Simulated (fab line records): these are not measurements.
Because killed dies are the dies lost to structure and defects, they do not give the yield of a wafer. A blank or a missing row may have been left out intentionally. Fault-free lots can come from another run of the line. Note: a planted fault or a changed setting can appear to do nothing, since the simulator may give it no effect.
fab line records + flow nand_harc + part 2 of 2: steps 5 to 6 of 6
record
- lots=22
- wafers=66
- last_day=33
route steps=1302 shown A_STAIRCASE@674
lots untouched by any fault: they come from a run of this same line in which no faults occurred
start_h: the number of hours between the record's first day and the start of the first shown wafer of the lot + wait_h: hours since the lot's step before + " the same as in the row above + L1.1+2: a single row standing in for several wafers + - no value, or no start was given + * or withheld: withheld + < > ~ a bound
route shown NAME@n: NAME is a module with steps in the file, n the number in the route of the first one + usual: mean/standard deviation taken from wafers without a fault + same: alike in all rows + chamber/n: place in a boat + sites: per-site readings + _std_site: their standard deviation + _edge_site: outer sites' mean less inner sites' + radius_mm: how far each site lies from the wafer's centre + mask NAME#n: copy n + behind: tool/chamber where the wafer was last shaped + hold: reason for holding the lot/hours on hold/outcome of the hold + device: the transistor (n, p or np) that didn't switch + end of line: the route-end tests of the same wafers + a step without rows: its recipe alone + killed: dies lost to structure and defects at the first sort, not the wafer's yield + map: a wafer's dies, x killed, . not, _ none there
set.NAME: the setting that was run; set.NAME@STEP: the one run at that earlier step + model.NAME: the simulator's own value behind a step, which no gauge read
the route's steps for a sample of lots (tables are steps, rows are wafers)
services: the hour from which a tool's chamber was out of use, counted from the record's first day as start_h (under 0 if before that day), plus the number of hours and why
## steps
# step NHARC_A_STAIRCASE_TRIM_202
# recipe
- time_s=211.2
- o2_flow_sccm=500
- ar_flow_sccm=0
- bias_w=0
- chemistry=O2
# usual
- drypump_motor_current_A=6.0/0.37
- oes_product_au=1.000/0.01
- rf_vpp_V=57.7/0.91
- showerhead_plenum_p_Torr=3.51/0.11
- throttle_valve_pct=17.037/0.0085
| lot.wafer | tool        | chamber | start_h | wait_h | drypump_motor_current_A | oes_product_au | rf_hours_counter_h | rf_vpp_V | showerhead_plenum_p_Torr | throttle_valve_pct |
|-----------|-------------|---------|---------|--------|-------------------------|----------------|--------------------|----------|--------------------------|--------------------|
| L074.4    | rie_diel-01 | 1       | -       | -      | 6.5                     | 1.006          | 50                 | 57.0     | 3.45                     | 17.052             |
| L074.5    | "           | 1       | "       | "      | 6.5                     | 1.014          | -                  | 55.9     | 3.45                     | 17.041             |
| L074.6    | "           | 2       | "       | "      | 6.0                     | 1.028          | -                  | 58.6     | 3.42                     | 17.044             |
| L075.3    | rie_diel-03 | 2       | -       | -      | 6.1                     | 1.015          | 27                 | 57.7     | 3.73                     | 17.038             |
| L075.4    | "           | 0       | "       | "      | 6.1                     | 1.006          | 26                 | 59.2     | 3.50                     | 17.025             |
| L075.6    | "           | 2       | "       | "      | 6.1                     | 0.991          | -                  | 58.3     | 3.73                     | 17.035             |
| L076.2    | rie_diel-07 | 3       | -       | -      | 5.9                     | 1.022          | 25                 | 58.5     | 3.66                     | 17.037             |
| L076.1    | "           | 0       | "       | "      | 5.1                     | 0.989          | 28                 | 56.6     | 3.50                     | 17.038             |
| L076.6    | "           | 3       | "       | "      | 5.8                     | 1.020          | -                  | 57.4     | 3.66                     | 17.037             |
| L079.2    | rie_diel-01 | 0       | -       | -      | 5.7                     | 0.991          | 3                  | 58.7     | 3.53                     | 17.047             |
| L079.4    | "           | 1       | "       | "      | 6.5                     | 1.011          | 3                  | 58.6     | 3.44                     | 17.039             |
| L079.5    | "           | 2       | "       | "      | 6.0                     | 1.002          | -                  | 58.5     | 3.42                     | 17.035             |
| L078.3    | rie_diel-07 | 3       | -       | -      | 5.9                     | 1.017          | 32                 | 58.1     | 3.65                     | 17.036             |
| L078.4    | "           | 0       | "       | "      | 5.1                     | 0.992          | 34                 | 56.8     | 3.49                     | 17.044             |
| L078.5    | "           | 3       | "       | "      | 5.9                     | 1.016          | -                  | 56.7     | 3.65                     | 17.047             |
| L080.1    | rie_diel-03 | 0       | -       | -      | 6.1                     | 1.019          | 40                 | 56.7     | 3.49                     | 17.031             |
| L080.3    | "           | 1       | "       | "      | 6.3                     | 0.997          | 38                 | 57.7     | 3.46                     | 17.035             |
| L080.2    | "           | 3       | "       | "      | 6.2                     | 0.989          | 40                 | 57.5     | 3.67                     | 17.029             |
| L082.4    | rie_diel-07 | 3       | -       | -      | 5.8                     | 1.012          | 40                 | 58.4     | 3.65                     | 17.031             |
| L082.3    | "           | 0       | "       | "      | 5.1                     | 0.996          | 42                 | 58.0     | 3.49                     | 17.030             |
| L082.5    | "           | 1       | "       | "      | 6.0                     | 0.991          | -                  | 57.1     | 3.50                     | 17.026             |
| L081.3    | rie_diel-03 | 0       | -       | -      | 6.1                     | 1.012          | 49                 | 58.2     | 3.49                     | 17.035             |
| L081.1    | "           | 1       | "       | "      | 6.3                     | 1.002          | 47                 | 57.5     | 3.46                     | 17.036             |
| L081.5    | "           | 3       | "       | "      | 6.2                     | 1.003          | -                  | 58.5     | 3.66                     | 17.036             |
| L084.2    | rie_diel-01 | 2       | -       | -      | 6.0                     | 0.999          | 23                 | 56.8     | 3.41                     | 17.042             |
| L084.4    | "           | 1       | "       | "      | 6.5                     | 1.002          | 21                 | 58.1     | 3.43                     | 17.036             |
| L084.6    | "           | 3       | "       | "      | 6.5                     | 1.008          | -                  | 58.0     | 3.53                     | 17.031             |
| L083.3    | rie_diel-01 | 1       | -       | -      | 6.5                     | 1.004          | 22                 | 56.6     | 3.43                     | 17.026             |
| L083.4    | "           | 3       | "       | "      | 6.5                     | 1.015          | 22                 | 57.4     | 3.53                     | 17.039             |
| L083.6    | "           | 1       | "       | "      | 6.5                     | 1.011          | -                  | 57.0     | 3.43                     | 17.023             |
| L085.2    | rie_diel-01 | 1       | -       | -      | 6.5                     | 1.003          | 24                 | 58.2     | 3.43                     | 17.016             |
| L085.5    | "           | 1       | "       | "      | 6.5                     | 1.002          | -                  | 57.2     | 3.43                     | 17.028             |
| L085.6    | "           | 2       | "       | "      | 6.0                     | 1.000          | -                  | 57.3     | 3.41                     | 17.030             |
| L086.1    | rie_diel-01 | 3       | -       | -      | 6.5                     | 1.004          | 27                 | 57.0     | 3.52                     | 17.039             |
| L086.4    | "           | 1       | "       | "      | 6.5                     | 1.002          | 29                 | 57.6     | 3.43                     | 17.027             |
| L086.2    | "           | 2       | "       | "      | 6.0                     | 1.003          | 30                 | 56.0     | 3.40                     | 17.023             |
| L087.3    | rie_diel-03 | 1       | -       | -      | 6.3                     | 0.988          | 10                 | 56.1     | 3.45                     | 17.034             |
| L087.6    | "           | 1       | "       | "      | 6.3                     | 0.992          | -                  | 57.5     | 3.45                     | 17.041             |
| L087.5    | "           | 2       | "       | "      | 6.1                     | 1.014          | -                  | 58.4     | 3.72                     | 17.042             |
| L088.3    | rie_diel-07 | 0       | -       | -      | 5.2                     | 1.000          | 7                  | 57.2     | 3.47                     | 17.051             |
| L088.4    | "           | 1       | "       | "      | 6.0                     | 0.994          | 6                  | 59.2     | 3.49                     | 17.022             |
| L088.5    | "           | 3       | "       | "      | 5.8                     | 1.008          | -                  | 58.1     | 3.63                     | 17.052             |
| L089.1    | rie_diel-07 | 2       | -       | -      | 5.7                     | 0.998          | 7                  | 58.3     | 3.31                     | 17.037             |
| L089.3    | "           | 1       | "       | "      | 6.1                     | 0.997          | 6                  | 59.5     | 3.49                     | 17.046             |
| L089.5    | "           | 3       | "       | "      | 5.9                     | 0.997          | -                  | 58.9     | 3.63                     | 17.009             |
| L091.1    | rie_diel-07 | 1       | -       | -      | 6.0                     | 0.984          | 9                  | 58.3     | 3.49                     | 17.037             |
| L091.2    | "           | 3       | "       | "      | 5.9                     | 0.993          | 11                 | 59.6     | 3.63                     | 17.033             |
| L091.4    | "           | 0       | "       | "      | 5.1                     | 0.990          | 10                 | 57.3     | 3.47                     | 17.047             |
| L090.4    | rie_diel-03 | 3       | -       | -      | 6.2                     | 0.995          | 11                 | 58.7     | 3.65                     | 17.031             |
| L090.3    | "           | 1       | "       | "      | 6.3                     | 0.981          | 19                 | 57.5     | 3.45                     | 17.027             |
| L090.6    | "           | 2       | "       | "      | 6.1                     | 1.000          | -                  | 56.4     | 3.71                     | 17.041             |
| L094.2    | rie_diel-03 | 3       | -       | -      | 6.2                     | 0.997          | 21                 | 56.0     | 3.65                     | 17.035             |
| L094.1    | "           | 0       | "       | "      | 6.1                     | 1.014          | 28                 | 56.8     | 3.47                     | 17.056             |
| L094.3    | "           | 1       | "       | "      | 6.3                     | 0.982          | 29                 | 58.3     | 3.44                     | 17.046             |
| L093.4    | rie_diel-07 | 3       | -       | -      | 5.9                     | 1.005          | 23                 | 58.0     | 3.62                     | 17.047             |
| L093.5    | "           | 0       | "       | "      | 5.1                     | 0.989          | -                  | 57.1     | 3.47                     | 17.032             |
| L093.6    | "           | 1       | "       | "      | 6.0                     | 0.993          | -                  | 56.9     | 3.48                     | 17.040             |
| L095.4    | rie_diel-03 | 3       | -       | -      | 6.2                     | 0.989          | 31                 | 59.1     | 3.64                     | 17.036             |
| L095.1    | "           | 0       | "       | "      | 6.1                     | 1.002          | 37                 | 57.7     | 3.46                     | 17.048             |
| L095.6    | "           | 1       | "       | "      | 6.3                     | 0.991          | -                  | 58.3     | 3.43                     | 17.044             |
| L096.2    | rie_diel-03 | 2       | -       | -      | 6.0                     | 1.016          | 37                 | 57.7     | 3.70                     | 17.035             |
| L096.6    | "           | 0       | "       | "      | 6.0                     | 0.999          | -                  | 56.8     | 3.46                     | 17.049             |
| L096.5    | "           | 1       | "       | "      | 6.3                     | 0.982          | -                  | 59.2     | 3.43                     | 17.033             |
| L097.2    | rie_diel-01 | 1       | -       | -      | 6.5                     | 1.017          | 2                  | 57.1     | 3.41                     | 17.042             |
| L097.3    | "           | 2       | "       | "      | 6.0                     | 1.011          | 2                  | 57.7     | 3.39                     | 17.045             |
| L097.5    | "           | 0       | "       | "      | 5.7                     | 0.984          | -                  | 58.2     | 3.50                     | 17.045             |
# step NHARC_A_STAIRCASE_DESCUM_219
# recipe
- time_s=3
- o2_flow_sccm=200
- ar_flow_sccm=0
- bias_power_w=0
- chemistry=O2
# usual
- drypump_motor_current_A=5.9/0.37
- oes_product_au=0.999/0.01
- rf_vpp_V=57.8/0.88
- showerhead_plenum_p_Torr=1.90/0.063
- throttle_valve_pct=11.311/0.0085
| lot.wafer | tool        | chamber | start_h | wait_h | drypump_motor_current_A | oes_product_au | rf_hours_counter_h | rf_vpp_V | showerhead_plenum_p_Torr | throttle_valve_pct |
|-----------|-------------|---------|---------|--------|-------------------------|----------------|--------------------|----------|--------------------------|--------------------|
| L074.4    | rie_diel-07 | 1       | 360.05  | -      | 6.0                     | 0.989          | 19                 | 58.6     | 1.90                     | 11.312             |
| L074.5    | "           | 3       | "       | "      | 5.8                     | 1.024          | -                  | 56.9     | 1.99                     | 11.313             |
| L074.6    | "           | 0       | "       | "      | 5.1                     | 0.989          | -                  | 57.7     | 1.90                     | 11.313             |
| L075.4    | rie_diel-03 | 0       | 385.02  | -      | 6.1                     | 1.021          | 30                 | 58.2     | 1.89                     | 11.331             |
| L075.3    | "           | 2       | "       | "      | 6.1                     | 1.003          | 29                 | 58.0     | 2.03                     | 11.319             |
| L075.6    | "           | 3       | "       | "      | 6.2                     | 0.993          | -                  | 57.3     | 2.00                     | 11.307             |
| L076.2    | rie_diel-07 | 1       | 389.23  | -      | 6.1                     | 0.999          | 29                 | 57.0     | 1.90                     | 11.322             |
| L076.1    | "           | 2       | "       | "      | 5.7                     | 0.997          | 27                 | 55.5     | 1.80                     | 11.309             |
| L076.6    | "           | 1       | "       | "      | 6.1                     | 0.988          | -                  | 58.2     | 1.90                     | 11.312             |
| L079.2    | rie_diel-01 | 1       | 404.18  | -      | 6.5                     | 0.995          | 3                  | 57.2     | 1.86                     | 11.306             |
| L079.4    | "           | 0       | "       | "      | 5.7                     | 0.989          | 3                  | 58.7     | 1.91                     | 11.309             |
| L079.5    | "           | 1       | "       | "      | 6.5                     | 0.989          | -                  | 58.0     | 1.86                     | 11.314             |
| L078.4    | rie_diel-03 | 3       | 404.52  | -      | 6.2                     | 0.998          | 38                 | 59.2     | 1.99                     | 11.311             |
| L078.3    | "           | 2       | "       | "      | 6.0                     | 0.999          | 37                 | 58.2     | 2.03                     | 11.305             |
| L078.5    | "           | 3       | "       | "      | 6.2                     | 0.991          | -                  | 57.2     | 1.99                     | 11.316             |
| L080.3    | rie_diel-01 | 1       | 410.03  | -      | 6.5                     | 0.993          | 4                  | 57.9     | 1.86                     | 11.298             |
| L080.1    | "           | 2       | "       | "      | 6.0                     | 0.990          | 4                  | 57.5     | 1.85                     | 11.315             |
| L080.2    | "           | 3       | "       | "      | 6.5                     | 0.988          | 4                  | 56.6     | 1.92                     | 11.317             |
| L082.3    | rie_diel-01 | 0       | 430.92  | -      | 5.7                     | 0.998          | 9                  | 58.0     | 1.91                     | 11.312             |
| L082.4    | "           | 1       | "       | "      | 6.5                     | 1.000          | 10                 | 58.4     | 1.86                     | 11.308             |
| L082.5    | "           | 3       | "       | "      | 6.5                     | 0.996          | -                  | 58.4     | 1.92                     | 11.304             |
| L081.1    | rie_diel-01 | 3       | 431.94  | -      | 6.5                     | 0.987          | 10                 | 58.6     | 1.92                     | 11.319             |
| L081.3    | "           | 1       | "       | "      | 6.5                     | 0.987          | 10                 | 55.7     | 1.86                     | 11.310             |
| L081.5    | "           | 0       | "       | "      | 5.7                     | 0.984          | -                  | 57.7     | 1.91                     | 11.309             |
| L084.2    | rie_diel-07 | 1       | 462.59  | -      | 6.0                     | 1.006          | 54                 | 58.4     | 1.89                     | 11.313             |
| L084.4    | "           | 3       | "       | "      | 5.9                     | 1.017          | 54                 | 58.5     | 1.98                     | 11.315             |
| L084.6    | "           | 0       | "       | "      | 5.1                     | 1.001          | -                  | 56.8     | 1.89                     | 11.302             |
| L083.3    | rie_diel-07 | 2       | 463.67  | -      | 5.6                     | 0.997          | 55                 | 57.2     | 1.79                     | 11.298             |
| L083.4    | "           | 3       | "       | "      | 5.8                     | 1.012          | 55                 | 58.9     | 1.98                     | 11.303             |
| L083.6    | "           | 3       | "       | "      | 5.9                     | 1.016          | -                  | 58.6     | 1.98                     | 11.315             |
| L085.2    | rie_diel-03 | 1       | 467.78  | -      | 6.3                     | 0.977          | 0                  | 58.2     | 1.87                     | 11.309             |
| L085.5    | "           | 0       | "       | "      | 6.1                     | 1.012          | -                  | 56.8     | 1.89                     | 11.309             |
| L085.6    | "           | 1       | "       | "      | 6.3                     | 0.977          | -                  | 57.4     | 1.87                     | 11.301             |
| L086.2    | rie_diel-01 | 3       | 481.40  | -      | 6.5                     | 1.006          | 28                 | 57.7     | 1.91                     | 11.309             |
| L086.1    | "           | 1       | "       | "      | 6.4                     | 0.993          | 29                 | 57.6     | 1.86                     | 11.307             |
| L086.4    | "           | 2       | "       | "      | 6.0                     | 0.999          | 30                 | 55.7     | 1.84                     | 11.312             |
| L087.3    | rie_diel-03 | 1       | 489.75  | -      | 6.3                     | 0.979          | 10                 | 57.0     | 1.87                     | 11.305             |
| L087.5    | "           | 1       | "       | "      | 6.3                     | 0.996          | -                  | 57.6     | 1.87                     | 11.305             |
| L087.6    | "           | 2       | "       | "      | 6.0                     | 1.005          | -                  | 58.2     | 2.02                     | 11.298             |
| L088.3    | rie_diel-07 | 0       | 506.86  | -      | 5.1                     | 0.998          | 7                  | 59.2     | 1.88                     | 11.311             |
| L088.4    | "           | 1       | "       | "      | 6.0                     | 0.992          | 6                  | 57.5     | 1.89                     | 11.320             |
| L088.5    | "           | 2       | "       | "      | 5.6                     | 1.009          | -                  | 55.1     | 1.79                     | 11.297             |
| L089.3    | rie_diel-07 | 1       | 507.04  | -      | 6.0                     | 1.000          | 6                  | 57.4     | 1.89                     | 11.313             |
| L089.1    | "           | 2       | "       | "      | 5.7                     | 1.000          | 7                  | 57.5     | 1.79                     | 11.322             |
| L089.5    | "           | 3       | "       | "      | 5.9                     | 1.009          | -                  | 58.0     | 1.97                     | 11.306             |
| L091.4    | rie_diel-03 | 3       | 517.13  | -      | 6.2                     | 0.995          | 11                 | 57.9     | 1.99                     | 11.312             |
| L091.1    | "           | 0       | "       | "      | 6.0                     | 1.014          | 19                 | 58.3     | 1.88                     | 11.339             |
| L091.2    | "           | 2       | "       | "      | 6.0                     | 1.022          | 13                 | 57.4     | 2.02                     | 11.309             |
| L090.4    | rie_diel-07 | 2       | 517.39  | -      | 5.7                     | 1.006          | 12                 | 59.0     | 1.79                     | 11.304             |
| L090.3    | "           | 0       | "       | "      | 5.1                     | 1.002          | 11                 | 58.2     | 1.88                     | 11.320             |
| L090.6    | "           | 2       | "       | "      | 5.6                     | 0.998          | -                  | 56.6     | 1.79                     | 11.304             |
| L094.2    | rie_diel-01 | 0       | 549.73  | -      | 5.7                     | 1.006          | 50                 | 59.5     | 1.90                     | 11.313             |
| L094.1    | "           | 1       | "       | "      | 6.5                     | 1.003          | 55                 | 57.1     | 1.85                     | 11.296             |
| L094.3    | "           | 2       | "       | "      | 6.0                     | 0.995          | 54                 | 57.4     | 1.83                     | 11.296             |
| L093.4    | rie_diel-07 | 2       | 550.45  | -      | 5.6                     | 1.007          | 24                 | 57.0     | 1.78                     | 11.295             |
| L093.6    | "           | 3       | "       | "      | 5.8                     | 1.006          | -                  | 58.1     | 1.97                     | 11.319             |
| L093.5    | "           | 0       | "       | "      | 5.1                     | 0.988          | -                  | 56.7     | 1.88                     | 11.319             |
| L095.1    | rie_diel-07 | 3       | 570.77  | -      | 5.8                     | 1.005          | 29                 | 58.8     | 1.97                     | 11.296             |
| L095.4    | "           | 0       | "       | "      | 5.1                     | 0.999          | 28                 | 58.2     | 1.88                     | 11.318             |
| L095.6    | "           | 3       | "       | "      | 5.9                     | 0.995          | -                  | 58.4     | 1.97                     | 11.305             |
| L096.2    | rie_diel-07 | 3       | 582.56  | -      | 5.9                     | 1.001          | 33                 | 57.1     | 1.96                     | 11.303             |
| L096.6    | "           | 3       | "       | "      | 5.8                     | 1.007          | -                  | 57.9     | 1.96                     | 11.311             |
| L096.5    | "           | 1       | "       | "      | 6.0                     | 0.997          | -                  | 58.4     | 1.88                     | 11.322             |
| L097.2    | rie_diel-07 | 3       | 583.12  | -      | 5.9                     | 1.006          | 33                 | 58.5     | 1.96                     | 11.316             |
| L097.3    | "           | 1       | "       | "      | 6.0                     | 0.997          | 34                 | 57.7     | 1.88                     | 11.325             |
| L097.5    | "           | 1       | "       | "      | 6.0                     | 0.998          | -                  | 58.8     | 1.88                     | 11.304             |
## services
| tool        | chamber | start_h | hours | kind   |
|-------------|---------|---------|-------|--------|
| rie_diel-01 | 1       | 332.89  | 7.1   | repair |
| rie_diel-07 | 3       | 341.56  | 4.2   | repair |
| rie_diel-03 | -       | 344.08  | 1.1   | repair |
| rie_diel-07 | 0       | 352.22  | -     | clean  |
| rie_diel-07 | 1       | 352.22  | -     | clean  |
| rie_diel-07 | 2       | 352.22  | -     | clean  |
| rie_diel-07 | 3       | 352.22  | -     | clean  |
| rie_diel-07 | 0       | 376.72  | -     | clean  |
| rie_diel-07 | 1       | 376.72  | -     | clean  |
| rie_diel-07 | 2       | 376.72  | -     | clean  |
| rie_diel-07 | 3       | 376.72  | -     | clean  |
| rie_diel-01 | -       | 385.22  | 9.0   | pm     |
| rie_diel-07 | 0       | 401.24  | -     | clean  |
| rie_diel-07 | 1       | 401.24  | -     | clean  |
| rie_diel-07 | 2       | 401.24  | -     | clean  |
| rie_diel-07 | 3       | 401.24  | -     | clean  |
| rie_diel-03 | 3       | 412.11  | 5.2   | repair |
| rie_diel-07 | 0       | 426.14  | -     | clean  |
| rie_diel-07 | 1       | 426.14  | -     | clean  |
| rie_diel-07 | 2       | 426.14  | -     | clean  |
| rie_diel-03 | -       | 458.41  | 9.0   | pm     |
| rie_diel-07 | 1       | 464.75  | 7.1   | repair |
| rie_diel-07 | -       | 472.80  | 9.0   | pm     |
| rie_diel-03 | 3       | 497.25  | 12.1  | repair |
